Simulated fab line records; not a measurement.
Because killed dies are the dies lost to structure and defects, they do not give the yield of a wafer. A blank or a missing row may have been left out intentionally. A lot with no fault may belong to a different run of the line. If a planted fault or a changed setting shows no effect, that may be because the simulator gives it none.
fab line records | flow n5Finfet | part 1 of 2: steps 1 to 20 of 31
record lots=5 wafers=15 lastDay=18
route steps=1938 shown PMOS_HMC_CHANNEL_EPI@65 FIN_SAQP@90
lots with no fault: from the same line, run without faults
startH: start of the lot's first displayed wafer, in hours after the record's first day | waitH: hours since the lot's step before | " as in the row above | L1.1+2: a single row standing in for several wafers | - either no value or no given start | * or withheld: withheld | < > ~ a bound
route shown NAME@n: names a module that has steps shown in the file, with the first one's number in the route | usual: mean/standard deviation taken from wafers without a fault | same: alike in all rows | chamber/n: place in a boat | sites: the reading at each site | _std_site: how widely they spread, as a standard deviation | _edge_site: inner sites' mean taken away from outer sites' mean | radiusMm: how far each site lies from the wafer's centre | mask NAME#n: copy n | behind: the tool/chamber that last shaped the wafer | hold: why the lot went on hold/how many hours it stayed there/how the hold came to an end | device: names the non-switching transistor (n, p or np) | end of line: the same wafers' tests at the end of the route | for a step that has no rows: nothing shown but its recipe | killed: dies lost to structure and defects at the first sort, not the wafer's yield | map: a wafer's dies, marking killed ones x, the rest . and places with no die _
set.NAME: the setting that was run; set.NAME@STEP: the one run at that earlier step | model.NAME: the simulator's own value behind a step, which no gauge read
lots seen at some steps along the route; tables by step, rows by wafer
services: the hour from which a tool's chamber was out of use, counted from the record's first day as startH (under 0 if before that day), plus the number of hours and why
## steps
# step N5_PMOS_HMC_CHANNEL_EPI_CD_MEAS_09
# recipe targetCdNm=237.4 landingEnergyEv=500 detector=seInlens
# usual cdNm=237.1/0.8
# same landingEnergyEv=500
# columns lot.wafer tool chamber startH waitH cdNm
L077.1 cdSem-03 0 35.38 - 237.6
L077.2 " 0 " " 236.9
L077.4 " 0 " " 236.6
L083.1 cdSem-01 0 72.65 - 236.2
L083.3 " 0 " " 236.5
L083.4 " 0 " " 237.5
L084.2 cdSem-01 0 77.65 - 238.0
L084.5 " 0 " " 237.7
L084.6 " 0 " " 236.5
L089.2 cdSem-01 0 107.08 - 237.9
L089.3 " 0 " " 238.3
L089.6 " 0 " " 238.0
L097.2 cdSem-01 0 155.35 - 237.2
L097.4 " 0 " " 237.5
L097.6 " 0 " " 236.5
# step N5_PMOS_HMC_CHANNEL_EPI_OVL_MEAS_10
# recipe pointsPerWafer=44
# usual PMOS_HMC_BLK_OVL=-0.2/0.72
# columns lot.wafer tool chamber startH waitH PMOS_HMC_BLK_OVL[nm]
L077.1 overlay-02 0 35.41 0.0 -1.3
L077.2 " 0 " " -0.2
L077.4 " 0 " " 0.0
L083.1 overlay-02 0 72.68 0.0 0.0
L083.3 " 0 " " -0.4
L083.4 " 0 " " -0.9
L084.2 overlay-02 0 77.68 0.0 -0.7
L084.5 " 0 " " -0.4
L084.6 " 0 " " -0.9
L089.2 overlay-02 0 107.11 0.0 -0.4
L089.3 " 0 " " 0.3
L089.6 " 0 " " -1.1
L097.2 overlay-02 0 155.37 0.0 1.1
L097.4 " 0 " " 0.0
L097.6 " 0 " " 0.7
# step N5_PMOS_HMC_CHANNEL_EPI_INSPECT_11
# recipe mode=adi inspectInstrument=macro
# usual rawDefectCount=2.0/1.6
# columns lot.wafer tool chamber startH waitH rawDefectCount
L077.1 defectInspect-01 - 35.43 0.0 1
L077.2 " - " " 1
L077.4 " - " " 2
L083.1 defectInspect-01 - 72.70 0.0 2
L083.3 " - " " 6
L083.4 " - " " 4
L084.2 defectInspect-02 - 77.71 0.0 2
L084.5 " - " " 1
L084.6 " - " " 2
L089.2 defectInspect-02 - 107.13 0.0 0
L089.3 " - " " 2
L089.6 " - " " 4
L097.2 defectInspect-02 - 155.40 0.0 2
L097.4 " - " " 3
L097.6 " - " " 3
# step N5_PMOS_HMC_CHANNEL_EPI_DESCUM_14
# recipe chemistry=O2 timeS=7.9 sourcePowerW=50 biasPowerW=20 pressureMtorr=20 rfFrequencyHz=2.712e+07 tempC=40 resist=CAR-ArF-block o2FlowSccm=225
# usual chamberPressureMTorr=19.997/0.017 drypumpMotorCurrentA=5.9/0.47 oesProductAu=0.79/0.063 rfVppV=243.6/1.4 showerheadPlenumPTorr=2.12/0.082 throttleValvePct=20.41/0.28
# columns lot.wafer tool chamber startH waitH chamberPressureMTorr drypumpMotorCurrentA oesProductAu rfHoursCounterH rfVppV showerheadPlenumPTorr throttleValvePct
L077.1 rieDiel-01 1 35.52 0.1 20.029 6.3 0.82 109 243.9 2.21 20.03
L077.2 " 3 " " 20.007 5.7 0.75 155 244.5 2.18 20.27
L077.4 " 0 " " 20.008 5.5 0.88 27 246.2 2.23 20.49
L083.1 rieDiel-06 1 73.02 0.3 20.013 5.8 0.93 7 244.1 2.14 20.24
L083.3 " 3 " " 19.997 6.3 0.83 56 243.8 2.12 20.35
L083.4 " 0 " " 20.010 4.9 0.72 215 242.5 2.00 21.03
L084.2 rieDiel-01 0 77.74 0.0 19.980 5.5 0.87 38 244.2 2.23 20.49
L084.5 " 3 " " 19.985 5.7 0.74 - 244.3 2.17 20.29
L084.6 " 0 " " 19.988 5.5 0.86 - 244.7 2.23 20.50
L089.2 rieDiel-01 3 107.23 0.1 19.984 5.7 0.74 176 245.9 2.17 20.30
L089.3 " 1 " " 19.981 6.3 0.80 129 244.9 2.21 20.06
L089.6 " 2 " " 20.014 6.3 0.75 - 241.7 2.00 20.18
L097.2 rieDiel-06 3 155.43 0.0 20.007 6.3 0.80 80 242.7 2.12 20.41
L097.4 " 2 " " 20.005 6.3 0.72 193 242.0 2.10 20.48
L097.6 " 2 " " 19.970 6.3 0.72 - 243.2 2.10 20.47
# step N5_PMOS_HMC_CHANNEL_EPI_ETCH_32
# recipe chemistry=N2/H2 target=BARC stopOn=SiO2 targetDepthA=858 overEtchFrac=0.3 timeS=50.3 ionEnergyEv=200 maskMaterial=CAR-ArF-block pressureMtorr=30 sourceW=840 biasW=150 n2FlowSccm=200 h2FlowSccm=200
# usual chamberPressureMTorr=29.999/0.027 drypumpMotorCurrentA=5.9/0.47 n2FlowSccm=199.9/0.62 oesProductAu=0.67/0.053 rfVppV=524.6/2.8 showerheadPlenumPTorr=2.57/0.1 throttleValvePct=17.82/0.25
# columns lot.wafer tool chamber startH waitH chamberPressureMTorr drypumpMotorCurrentA n2FlowSccm oesProductAu rfHoursCounterH rfVppV showerheadPlenumPTorr throttleValvePct
L077.1 rieDiel-01 1 35.55 0.0 29.977 6.3 200.1 0.69 109 526.8 2.66 17.32
L077.2 " 3 " " 29.997 5.7 200.1 0.65 155 526.7 2.65 17.83
L077.4 " 0 " " 30.027 5.6 200.6 0.76 27 528.2 2.71 17.81
L083.1 rieDiel-06 1 73.06 0.0 30.023 5.9 199.0 0.79 7 525.3 2.61 17.75
L083.3 " 3 " " 29.983 6.3 199.8 0.71 56 524.9 2.60 17.97
L083.4 " 0 " " 29.982 4.9 199.0 0.62 215 522.2 2.39 18.28
L084.2 rieDiel-01 0 77.78 0.0 30.028 5.5 199.9 0.75 38 529.4 2.70 17.84
L084.5 " 3 " " 29.997 5.7 199.7 0.64 - 526.8 2.64 17.83
L084.6 " 0 " " 30.000 5.5 201.0 0.74 - 528.7 2.71 17.83
L089.2 rieDiel-01 3 107.27 0.0 29.977 5.8 199.2 0.63 176 526.3 2.64 17.85
L089.3 " 1 " " 30.025 6.3 199.4 0.67 129 528.7 2.66 17.36
L089.6 " 2 " " 29.996 6.4 200.6 0.64 - 522.1 2.44 17.68
L097.2 rieDiel-06 3 155.47 0.0 29.980 6.3 200.0 0.70 80 523.4 2.59 18.01
L097.4 " 2 " " 30.030 6.4 200.6 0.62 193 523.4 2.51 17.74
L097.6 " 2 " " 30.014 6.4 200.8 0.62 - 523.5 2.51 17.73
# step N5_PMOS_HMC_CHANNEL_EPI_HM_OPEN_15
# recipe chemistry=CHF3/O2 target=SiO2 maskMaterial=CAR-ArF-block targetDepthA=406 CHF3_flow_sccm=50 O2_flow_sccm=5 Ar_flow_sccm=200 timeS=20.3 pressureMtorr=30 sourceW=650 biasW=170 ionEnergyEv=200
# usual chamberPressureMTorr=30.000/0.029 drypumpMotorCurrentA=5.9/0.47 oesProductAu=0.78/0.069 rfVppV=523/7.7 showerheadPlenumPTorr=2.44/0.089 throttleValvePct=18.87/0.26
# columns lot.wafer tool chamber startH waitH chamberPressureMTorr drypumpMotorCurrentA oesProductAu rfHoursCounterH rfVppV showerheadPlenumPTorr throttleValvePct
L077.1 rieDiel-01 1 35.60 0.0 29.974 6.3 0.83 109 541 2.53 18.47
L077.2 " 3 " " 30.021 5.7 0.74 155 520 2.51 18.76
L077.4 " 0 " " 30.029 5.5 0.88 27 521 2.57 18.90
L083.1 rieDiel-06 1 73.10 0.0 29.966 5.9 0.93 7 525 2.48 18.81
L083.3 " 3 " " 30.017 6.3 0.84 56 519 2.45 18.83
L083.4 " 0 " " 29.944 4.9 0.70 215 519 2.30 19.48
L084.2 rieDiel-01 0 77.82 0.0 30.005 5.5 0.87 38 520 2.56 18.93
L084.5 " 3 " " 30.001 5.7 0.73 - 520 2.50 18.80
L084.6 " 0 " " 30.035 5.5 0.87 - 521 2.56 18.95
L089.2 rieDiel-01 3 107.31 0.0 29.964 5.7 0.72 176 519 2.50 18.81
L089.3 " 1 " " 29.961 6.3 0.81 129 539 2.52 18.50
L089.6 " 2 " " 29.958 6.4 0.75 - 512 2.32 18.75
L097.2 rieDiel-06 3 155.51 0.0 29.983 6.3 0.81 80 518 2.44 18.88
L097.4 " 2 " " 29.978 6.4 0.71 193 525 2.39 18.80
L097.6 " 2 " " 30.035 6.4 0.72 - 526 2.39 18.80
# step N5_PMOS_HMC_CHANNEL_EPI_STRIP_33
# recipe chemistry=N2/H2 powerW=500 tempC=40 pressureMtorr=50 rfFrequencyHz=6e+07 overashFraction=0.3 biasPowerW=8 h2Frac=0.5 n2FlowSccm=300 h2FlowSccm=300
# usual chamberPressureMTorr=50.00/0.086 drypumpMotorCurrentA=5.9/0.47 n2FlowSccm=300.0/0.97 oesProductAu=0.79/0.064 rfVppV=54.2/1.6 showerheadPlenumPTorr=3.39/0.13 throttleValvePct=18.8/0.36
# same overashFraction=0.3
# columns lot.wafer tool chamber startH waitH chamberPressureMTorr drypumpMotorCurrentA n2FlowSccm oesProductAu rfHoursCounterH rfVppV showerheadPlenumPTorr throttleValvePct
L077.1 rieDiel-01 1 35.65 0.0 49.99 6.3 300.4 0.82 109 54.6 3.51 18.1
L077.2 " 3 " " 50.11 5.8 299.4 0.77 155 52.7 3.49 18.9
L077.4 " 0 " " 49.97 5.4 301.0 0.88 27 54.1 3.57 18.7
L083.1 rieDiel-06 1 73.16 0.0 50.07 5.8 300.1 0.93 7 53.9 3.45 18.9
L083.3 " 3 " " 49.77 6.3 301.8 0.83 56 55.4 3.43 19.2
L083.4 " 0 " " 50.09 4.9 300.1 0.72 215 55.0 3.17 19.3
L084.2 rieDiel-01 0 77.87 0.0 49.85 5.5 300.7 0.85 38 55.6 3.57 18.8
L084.5 " 3 " " 49.97 5.7 299.9 0.73 - 49.8 3.49 19.0
L084.6 " 0 " " 49.93 5.5 299.7 0.86 - 56.4 3.57 18.8
L089.2 rieDiel-01 3 107.37 0.0 49.95 5.8 299.6 0.73 176 54.8 3.48 19.0
L089.3 " 1 " " 50.03 6.3 298.5 0.79 129 54.8 3.50 18.1
L089.6 " 2 " " 49.96 6.4 299.7 0.75 - 53.4 3.23 18.5
L097.2 rieDiel-06 3 155.56 0.0 49.91 6.3 301.7 0.80 80 53.3 3.41 19.2
L097.4 " 2 " " 50.00 6.4 301.3 0.73 193 50.3 3.31 18.9
L097.6 " 2 " " 49.98 6.4 301.8 0.72 - 54.5 3.31 18.9
# step N5_PMOS_HMC_CHANNEL_EPI_STRIP_17
# recipe chemistry=SPM timeS=750 tempC=130 h2so4H2o2VolRatio=4 dry=ipaMarangoni
# columns lot.wafer tool chamber startH waitH
L077.1+2+4 wetBench-02 0,2,4 35.72 -
L083.1+3+4 wetBench-02 2,1,6 73.23 -
L084.2+5+6 wetBench-02 7,6,3 77.94 -
L089.2+3+6 wetBench-02 3,7,6 107.43 -
L097.2+4+6 wetBench-02 5,0,4 155.63 -
# step N5_PMOS_HMC_CHANNEL_EPI_ETCH_38
# recipe chemistry=CF4 target=SiO2 targetDepthA=15 ionEnergyEv=350 pressureMtorr=10 icpW=800 biasW=400 cf4FlowSccm=80
# usual chamberPressureMTorr=10.001/0.0088 drypumpMotorCurrentA=5.6/0.48 oesProductAu=1.003/0.027 throttleValvePct=21.8/0.32
# columns lot.wafer tool chamber startH waitH chamberPressureMTorr drypumpMotorCurrentA oesProductAu rfHoursCounterH throttleValvePct
L077.1 rieSi-01 1 35.95 0.0 10.008 5.8 0.969 83 22.3
L077.2 " 3 " " 10.004 6.3 1.035 57 21.5
L077.4 " 0 " " 10.002 5.7 1.017 127 22.0
L083.1 rieSi-05 1 73.49 0.0 10.007 6.3 1.032 41 21.7
L083.3 " 2 " " 10.010 5.0 1.000 127 22.1
L083.4 " 0 " " 9.989 5.7 1.041 181 22.3
L084.2 rieSi-01 2 78.18 0.0 9.999 5.0 0.970 93 21.4
L084.5 " 1 " " 9.986 5.8 0.977 - 22.3
L084.6 " 2 " " 9.997 5.0 0.966 - 21.4
L089.2 rieSi-04 2 107.67 0.0 10.003 5.0 1.028 7 21.6
L089.3 " 1 " " 10.003 4.9 0.985 20 22.0
L089.6 " 1 " " 9.992 4.9 0.993 - 22.0
L097.2 rieSi-05 2 155.89 0.0 10.002 5.0 0.997 129 22.1
L097.4 " 3 " " 10.013 5.4 0.962 76 21.5
L097.6 " 3 " " 10.015 5.4 0.964 - 21.5
# step N5_PMOS_HMC_CHANNEL_EPI_FIN_RECESS_16
# recipe chemistry=HBr/Cl2 target=Si maskMaterial=SiO2 targetDepthA=540 timeS=18 pressureMtorr=10 icpW=800 biasW=75 HBr_flow_sccm=150 Cl2_flow_sccm=80
# usual HBr_flow_sccm=150.0/0.45 chamberPressureMTorr=10.001/0.0092 drypumpMotorCurrentA=5.6/0.48 mfcCl2Sccm=79.99/0.25 oesProductAu=1.001/0.022 throttleValvePct=35.5/0.36
# columns lot.wafer tool chamber startH waitH HBr_flow_sccm chamberPressureMTorr drypumpMotorCurrentA mfcCl2Sccm oesProductAu rfHoursCounterH throttleValvePct
L077.1 rieSi-01 1 35.97 0.0 149.0 10.003 5.8 80.32 0.975 83 36.3
L077.2 " 3 " " 150.2 10.002 6.3 80.39 1.008 57 35.1
L077.4 " 0 " " 149.5 10.011 5.7 79.71 1.014 127 35.6
L083.1 rieSi-05 1 73.51 0.0 149.3 10.007 6.3 79.74 1.025 41 35.4
L083.3 " 2 " " 149.8 9.988 5.0 79.87 0.989 127 35.7
L083.4 " 0 " " 150.2 10.004 5.7 80.43 1.024 181 35.8
L084.2 rieSi-01 2 78.20 0.0 151.3 9.986 5.0 79.85 0.968 93 35.1
L084.5 " 1 " " 150.7 9.994 5.8 79.94 0.974 - 36.3
L084.6 " 2 " " 149.9 9.997 5.0 80.01 0.981 - 35.1
L089.2 rieSi-04 2 107.69 0.0 149.8 9.996 4.9 79.82 0.997 7 35.1
L089.3 " 1 " " 149.8 9.999 4.9 79.63 0.969 20 35.9
L089.6 " 1 " " 150.7 9.999 4.9 79.79 0.977 - 35.8
L097.2 rieSi-05 2 155.91 0.0 149.8 10.006 5.0 79.97 0.998 129 35.7
L097.4 " 3 " " 149.8 10.003 5.4 80.08 0.965 76 35.5
L097.6 " 3 " " 149.4 10.002 5.4 80.07 0.984 - 35.5
# step N5_PMOS_HMC_CHANNEL_EPI_PRECLEAN_36
# recipe chemistry=O3/DIW timeS=45 tempC=22 o3Ppm=10
# columns lot.wafer tool chamber startH waitH
L077.1+2+4 wetBench-02 3,6,2 36.07 0.1
L083.1+3+4 wetBench-05 4,2,3 73.61 0.1
L084.2+5+6 wetBench-02 0,5,6 78.29 0.1
L089.2+3+6 wetBench-05 7,6,0 107.79 0.1
L097.2+4+6 wetBench-02 0,1,7 156.01 0.1
# step N5_PMOS_HMC_CHANNEL_EPI_PRECLEAN_18
# recipe chemistry=DHF timeS=30 tempC=25 dilution=withheld
# columns lot.wafer tool chamber startH waitH
L077.1+2+4 wetBench-02 3,6,2 36.09 0.0
L083.1+3+4 wetBench-05 4,2,3 73.62 0.0
L084.2+5+6 wetBench-02 0,5,6 78.31 0.0
L089.2+3+6 wetBench-05 7,6,0 107.80 0.0
L097.2+4+6 wetBench-02 0,1,7 156.02 0.0
# step N5_PMOS_HMC_CHANNEL_EPI_SRD_19
# recipe dry=ipaMarangoni doPpb=5 timeS=30 tempC=23 rinseLiquid=diw
# columns lot.wafer tool chamber startH waitH
L077.1+2+4 wetBench-02 3,6,2 36.10 0.0
L083.1+3+4 wetBench-05 4,2,3 73.63 0.0
L084.2+5+6 wetBench-02 0,5,6 78.32 0.0
L089.2+3+6 wetBench-05 7,6,0 107.81 0.0
L097.2+4+6 wetBench-02 0,1,7 156.03 0.0
# step N5_PMOS_HMC_CHANNEL_EPI_EPI_20
# recipe material=SiGe30 maskMaterial=SiO2 pressureTorr=20 targetThkA=590 tempC=600
# usual lampInnerPct=12.7/1.6 susceptor_temp_C_max=601.5/0.46
# columns lot.wafer tool chamber startH waitH lampInnerPct susceptor_temp_C_max
L077.1 epiRpcvd-04 0 36.15 0.0 12.0 601.3
L077.2 " 0 " " 12.3 601.0
L077.4 " 0 " " 12.1 601.8
L083.1 epiRpcvd-04 0 73.68 0.0 12.1 600.6
L083.3 " 0 " " 12.0 600.7
L083.4 " 0 " " 12.1 601.3
L084.2 epiRpcvd-03 0 78.63 0.3 15.5 600.9
L084.5 " 0 " " 15.5 601.1
L084.6 " 0 " " 15.3 601.3
L089.2 epiRpcvd-03 0 108.13 0.3 15.5 601.7
L089.3 " 0 " " 15.4 600.7
L089.6 " 0 " " 15.6 602.0
L097.2 epiRpcvd-02 0 156.28 0.2 11.6 602.3
L097.4 " 0 " " 11.7 602.6
L097.6 " 0 " " 11.5 603.0
# step N5_PMOS_HMC_CHANNEL_EPI_HM_STRIP_35
# recipe chemistry=dHF tempC=25 material=SiO2 target=SiO2 targetDepthA=396 timeS=216
# columns lot.wafer tool chamber startH waitH
L077.1+2+4 wetBench-01 7,3,2 37.38 1.0
L083.1+3+4 wetBench-05 0,4,2 74.93 1.0
L084.2+5+6 wetBench-02 2,7,3 80.00 1.1
L089.2+3+6 wetBench-02 5,0,4 109.49 1.1
L097.2+4+6 wetBench-05 4,7,5 157.31 0.8
# step N5_PMOS_HMC_CHANNEL_EPI_SRD_39
# recipe dry=ipaMarangoni timeS=30 tempC=23 rinseLiquid=diw
# columns lot.wafer tool chamber startH waitH
L077.1+2+4 wetBench-01 7,3,2 37.44 0.0
L083.1+3+4 wetBench-05 0,4,2 74.99 0.0
L084.2+5+6 wetBench-02 2,7,3 80.06 0.0
L089.2+3+6 wetBench-02 5,0,4 109.56 0.0
L097.2+4+6 wetBench-05 4,7,5 157.38 0.0
# step N5_PMOS_HMC_CHANNEL_EPI_CMP_21
# recipe material=SiGe30 postCmpClean=alkalineBrush targetThkNm=54
# usual motorCurrentA=11.4/0.97 retainingRingPressureFrac=1.000/0.0052
# columns lot.wafer tool chamber startH waitH motorCurrentA retainingRingPressureFrac
L077.4 cmp-04 0 37.52 0.1 11.9 1.003
L077.2 " 1 " " 9.9 0.992
L077.1 " 2 " " 13.0 0.992
L083.1 cmp-04 0 75.18 0.2 12.5 0.999
L083.4 " 2 " " 12.7 1.006
L083.3 " 3 " " 11.2 0.995
L084.2 cmp-04 0 80.18 0.1 12.1 1.000
L084.5 " 2 " " 12.4 0.996
L084.6 " 3 " " 11.7 1.011
L089.3 cmp-02 0 109.63 0.1 13.5 0.997
L089.2 " 1 " " 12.0 0.998
L089.6 " 3 " " 11.2 0.986
L097.4 cmp-01 2 157.45 0.1 11.6 1.004
L097.2 " 0 " " 11.0 1.010
L097.6 " 2 " " 11.9 1.001
# step N5_PMOS_HMC_CHANNEL_EPI_THK_MEAS_22
# recipe reads=SiGe30_of_PMOS_HMC_CHANNEL_EPI_EPI_20
# usual HMC_CMP_THK=54.1/1.1
# columns lot.wafer tool chamber startH waitH HMC_CMP_THK[nm]
L077.1 filmMetro-02 - 37.77 - 53.0
L077.2 " - " " 53.7
L077.4 " - " " 54.4
L083.1 filmMetro-01 - 75.47 - 54.9
L083.3 " - " " 54.2
L083.4 " - " " 56.0
L084.2 filmMetro-02 - 80.40 - 53.5
L084.5 " - " " 52.6
L084.6 " - " " 53.4
L089.2 filmMetro-02 - 109.90 - 53.5
L089.3 " - " " 53.2
L089.6 " - " " 53.8
L097.2 filmMetro-02 - 157.71 - 55.4
L097.4 " - " " 53.2
L097.6 " - " " 53.5
# step N5_PMOS_HMC_CHANNEL_EPI_PRECLEAN_40
# recipe chemistry=DHF timeS=30 tempC=25 dilution=withheld
# columns lot.wafer tool chamber startH waitH
L077.1+2+4 wetBench-01 6,1,2 37.80 0.0
L083.1+3+4 wetBench-05 1,6,2 75.50 0.0
L084.2+5+6 wetBench-02 1,3,6 80.43 0.0
L089.2+3+6 wetBench-05 0,6,4 109.92 0.0
L097.2+4+6 wetBench-02 3,4,7 157.76 0.0
# step N5_PMOS_HMC_CHANNEL_EPI_PRECLEAN_37
# recipe chemistry=O3/DIW timeS=45 tempC=22 o3Ppm=10
# columns lot.wafer tool chamber startH waitH
L077.1+2+4 wetBench-01 6,1,2 37.81 0.0
L083.1+3+4 wetBench-05 1,6,2 75.51 0.0
L084.2+5+6 wetBench-02 1,3,6 80.44 0.0
L089.2+3+6 wetBench-05 0,6,4 109.93 0.0
L097.2+4+6 wetBench-02 3,4,7 157.77 0.0
